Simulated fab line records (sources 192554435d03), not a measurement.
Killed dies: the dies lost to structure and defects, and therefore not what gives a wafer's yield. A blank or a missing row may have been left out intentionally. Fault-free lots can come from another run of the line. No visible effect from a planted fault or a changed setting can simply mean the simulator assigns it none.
A lot that was struck, set against a sound lot / flow n5 finfet / 22 out of 1938 route steps
Sound: wafers L449.2, L449.3, L449.6. The struck wafers were L448.1, L448.2, L448.3. The cause is named last.
For every step that has rows: the tool of each side, followed by ch and its chambers, followed by its first start. Under that, the readings that differ: sound wafers / struck wafers / difference of the means / sigmas: that difference in standard deviations of wafers without a fault.
alike: words and numbers the same on both sides, and readings whose means are apart by under 2 such deviations; not compared: readings that were withheld, readings missing a value for some wafer, numbers with overlapping values and no deviation given by the record, and bounds like >300 which may hide the same value.
A row with sigmas, a row that says differs or no value, or rows on one side alone: a step with any of these is where the two part. Numbers that have no deviation but don't overlap get no sigmas and don't part them. Lack of a reading on every wafer of one side parts them only where that side has two or more wafers.

first, 1 step without rows for these wafers: N5_ZERO_LAYER_HARDBAKE_23 (time 120 s).
N5_ZERO_LAYER_CD_MEAS_11: target cd 2000 nm.
  sound on cd sem-01 ch 0, day 4 12:46; struck on cd sem-03 ch 0, day 4 06:38
  alike: cd nm
N5_ZERO_LAYER_DESCUM_16: chemistry O2, time 7.9 s.
  sound on rie diel-04 ch 0,1,2, day 4 12:49; struck on rie diel-05 ch 1,2,3, day 4 06:41
  alike: drypump motor current A, o2 flow sccm, oes product au, rf vpp V, showerhead plenum p Torr, throttle valve pct
  not compared: rf hours counter h
N5_ZERO_LAYER_ETCH_17: etches SiO2 in CF4, target depth 12 nm, time 13.3 s.
  sound on rie diel-04 ch 0,1,2, day 4 12:50; struck on rie diel-05 ch 1,2,3, day 4 06:43
  alike: drypump motor current A, oes product au, rf vpp V, showerhead plenum p Torr, throttle valve pct
  not compared: rf hours counter h
N5_ZERO_LAYER_ETCH_18: etches Si in HBr/Cl2, target depth 120 nm, time 40 s.
  sound on rie si-03 ch 1,2,3, day 4 12:55; struck on rie si-05 ch 0,1,2, day 4 06:47
  alike: drypump motor current A, oes product au, throttle valve pct
  not compared: rf hours counter h
N5_ZERO_LAYER_STRIP_24: strips in O2.
  sound on plasma asher-01 ch 1, day 4 13:01; struck on plasma asher-01 ch 0,1, day 4 06:53
  alike: drypump motor current A, heater power w, o2 flow sccm, oes product au, strip time to endpoint s
  not compared: rf hours counter h
then, 1 step without rows for these wafers: N5_ZERO_LAYER_STRIP_19 (strips in SPM, time 900 s).
N5_ZERO_LAYER_INSPECT_20: inspects for defects (darkfield).
  sound on defect inspect-02 at day 4 13:23; struck on defect inspect-01 at day 4 07:15
  alike: raw defect count
then, 4 steps without rows for these wafers: N5_WELL_APT_HMDS_01 (time 60 s); N5_WELL_APT_COAT_02 (resist thk 950 nm); N5_WELL_APT_EBR_04; N5_WELL_APT_SOFTBAKE_03 (time 60 s).
N5_WELL_APT_EXPOSE_05: exposes mask NWELL, defocus 0 nm, target cd 200 nm.
  sound on krf scanner-02 ch 0, day 4 13:38; struck on krf scanner-01 ch 0, day 4 07:23
reading=exposure dose mJ cm2; sound=20.334 20.331 20.310; struck=19.983 19.944 20.013; difference=-0.345; sigmas=-14
  alike: mask
then, 3 steps without rows for these wafers: N5_WELL_APT_PEB_06 (peb time 90 s); N5_WELL_APT_DEVELOP_07 (develop time 45 s); N5_WELL_APT_HARDBAKE_12 (time 120 s).
N5_WELL_APT_CD_MEAS_08: target cd 200 nm.
  sound on cd sem-01 ch 0, day 4 13:49; struck on cd sem-03 ch 0, day 4 07:34
reading=cd nm (nm); sound=203.2 201.1 202.2; struck=199.2 199.2 199.2; difference=-3.0; sigmas=-2
N5_WELL_APT_OVL_MEAS_09:
  sound on overlay-01 ch 0, day 4 13:50; struck on overlay-01 ch 0, day 4 07:35
  alike: NWELL_OVL
N5_WELL_APT_INSPECT_10: inspects for defects (macro).
  sound on defect inspect-01 at day 4 13:52; struck on defect inspect-01 at day 4 07:37
  alike: raw defect count
N5_WELL_APT_DESCUM_13: chemistry O2, time 7.9 s.
  sound on rie diel-01 ch 0,1, day 4 13:56; struck on rie diel-01 ch 0,1,3, day 4 07:40
reading=model.WELL_APT.cd nm (nm); sound=203.2 201 202.5; struck=199.6 199.4 199.2; difference=-2.8; sigmas=
  alike: drypump motor current A, o2 flow sccm, oes product au, rf vpp V, showerhead plenum p Torr, throttle valve pct
  not compared: rf hours counter h
then, 1 step without rows for these wafers: N5_WELL_APT_IMPLANT_14.
-- here the record skips 8 days between the struck wafers' starts before and after, leaving off in module WELL_APT and picking up in module BEOL_M4 (first step shown: number 1111 of the route) --
N5_BEOL_M4_RC_MEAS_101:
  sound on prober-02 ch 0, day 12 15:40; struck on prober-01 ch 0, day 12 08:14
  alike: DIBL_N, DIBL_P, IOFF_N, IOFF_P, ION_N, ION_P, SS_N, SS_P, VT_N, VT_P

## WHERE THEY PART
Earliest at N5_WELL_APT_EXPOSE_05; latest, in this record, at N5_WELL_APT_CD_MEAS_08. Later steps at which nothing parts them and some readings are alike: N5_WELL_APT_OVL_MEAS_09, N5_WELL_APT_INSPECT_10, N5_WELL_APT_DESCUM_13, N5_BEOL_M4_RC_MEAS_101.

WHY: what the simulator had put in
Process parameter drift: krf scanner-01, from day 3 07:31 on, at N5_WELL_APT_EXPOSE_05. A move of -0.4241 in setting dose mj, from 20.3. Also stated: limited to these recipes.
